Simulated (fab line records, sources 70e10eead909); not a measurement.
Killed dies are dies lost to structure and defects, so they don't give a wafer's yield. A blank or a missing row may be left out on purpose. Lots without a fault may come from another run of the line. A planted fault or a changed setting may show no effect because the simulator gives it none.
Chamber matching | flow nand_harc | NHARC_A_BLC_CMP_25 on cmp-01: 4 sister chambers
The step polishes, t overpolish 30 s, target thk 150 nm. 16 wafers are shown with their chamber, then 8 later ones without.

WAFERS WITH THEIR CHAMBER
wafer  | chamber | motor_current_A (A) | overpolish_run_s (s) | time_to_endpoint_s (s)
L080.1 | 3       | 11.8                | 30.000               | 25.1
L080.2 | 2       | 11.8                | 29.996               | 26.5
L080.3 | 0       | 10.3                | 30.004               | 27.5
L082.1 | 3       | 11.1                | 30.011               | 28.3
L082.4 | 0       | 10.2                | 30.002               | 28.2
L082.5 | 1       | 13.3                | 29.996               | 28.9
L087.4 | 2       | 11.9                | 30.019               | 31.4
L087.5 | 3       | 11.6                | 30.002               | 30.8
L087.6 | 0       | 10.1                | 29.990               | 30.1
L093.1 | 1       | 13.3                | 30.009               | 29.6
L093.2 | 0       | 10.1                | 29.999               | 28.1
L093.3 | 3       | 10.4                | 29.996               | 28.5
L091.2 | 1       | 12.8                | 29.992               | 28.9
L091.4 | 3       | 11.1                | 30.030               | 26.2
L091.6 | 0       | 10.4                | 30.012               | 29.5
L095.2 | 0       | 10.9                | 30.004               | 29.7

SIGNATURES (means of the wafers above)
reading            | chamber 0 | chamber 1 | chamber 2 | chamber 3 | scatter within a chamber
motor_current_A    | 10.333    | 13.133    | 11.850    | 11.200    | 0.388
overpolish_run_s   | 30.00183  | 29.99900  | 30.00750  | 30.00780  | 0.0109
time_to_endpoint_s | 28.850    | 29.133    | 28.950    | 27.780    | 1.77
Rule: a wafer's distance from a chamber is the root of the sum, over the readings, of the square of ((its reading less the chamber's mean) divided by the reading's scatter). The wafer belongs to the nearest chamber; if the next one is less than 2 further off, it can't be placed. The scatter: the root of (the sum of the squares of (reading less its chamber's mean) over the shown wafers, divided by (wafers less chambers)).

WAFERS WITHOUT THEIR CHAMBER
wafer  | motor_current_A (A) | overpolish_run_s (s) | time_to_endpoint_s (s)
L095.4 | 11.2                | 29.989               | 29.9
L095.6 | 10.5                | 29.986               | 29.3
L094.1 | 11.6                | 29.993               | 24.9
L094.4 | 13.9                | 29.992               | 27.4
L094.6 | 11.0                | 29.999               | 27.7
L097.1 | 13.8                | 29.996               | 30.9
L097.2 | 11.3                | 30.002               | 29.3
L097.6 | 11.5                | 29.996               | 28.6

WHICH CHAMBER EACH WENT THROUGH
wafer  | from the rows above          | in truth
L095.4 | can't be placed: 3 or 2 or 0 | 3
L095.6 | can't be placed: 0 or 3      | 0
L094.1 | can't be placed: 3 or 2 or 0 | 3
L094.4 | 1                            | 1
L094.6 | can't be placed: 3 or 0 or 2 | 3
L097.1 | 1                            | 1
L097.2 | can't be placed: 3 or 2 or 0 | 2
L097.6 | can't be placed: 2 or 3 or 0 | 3
Placed correctly: 2 of 8. Can't be placed from these rows: 6 (the true chamber is among the candidates in 6). Placed wrongly: 0.
